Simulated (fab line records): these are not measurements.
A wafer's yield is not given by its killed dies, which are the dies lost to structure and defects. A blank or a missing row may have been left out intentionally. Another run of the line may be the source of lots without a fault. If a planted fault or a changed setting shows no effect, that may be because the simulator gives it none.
Matching of chambers | flow n5 finfet | N5_BEOL_M2_ALD_84 on ald metal-03: 4 sister chambers
The step deposits TaN, pulse time 2 s, purge time 3 s, co reactant purge time 2 s. 8 wafers are shown with their chamber, then 7 later ones without.

== WAFERS WITH THEIR CHAMBER ==
wafer  | chamber | heater power w (W)
L361.2 | 2       | 401
L362.2 | 2       | 409
L369.3 | 3       | 396
L369.4 | 0       | 424
L370.2 | 0       | 430
L370.3 | 3       | 399
L370.6 | 1       | 446
L372.3 | 1       | 446

== WAFERS WHOSE CHAMBER IS MISSING ==
wafer  | heater power w (W)
L372.5 | 430
L374.1 | 400
L374.4 | 397
L374.6 | 414
L377.2 | 400
L377.4 | 429
L377.6 | 399

== WHICH CHAMBER EACH WENT THROUGH ==
wafer  | from the rows above     | in truth
L372.5 | 0                       | 0
L374.1 | can't be placed: 3 or 2 | 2
L374.4 | 3                       | 3
L374.6 | can't be placed: 2 or 0 | 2
L377.2 | can't be placed: 3 or 2 | 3
L377.4 | 0                       | 0
L377.6 | can't be placed: 3 or 2 | 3
Correct placement for 3 of the 7. Can't be placed from these rows: 4 (the true chamber is among the candidates in 4). Placed wrongly: 0.
How it was worked out, from the rows above alone: a wafer's distance from a chamber is the root of the sum, over the readings, of the square of ((its reading less the chamber's mean) divided by the reading's scatter). If the next closest chamber is less than 2 further off than the closest, the wafer can't be placed; otherwise it belongs to the closest. The mean given for a chamber averages the wafers shown for that chamber. The scatter: the root of (the sum of the squares of (reading less its chamber's mean) over the shown wafers, divided by (wafers less chambers)).
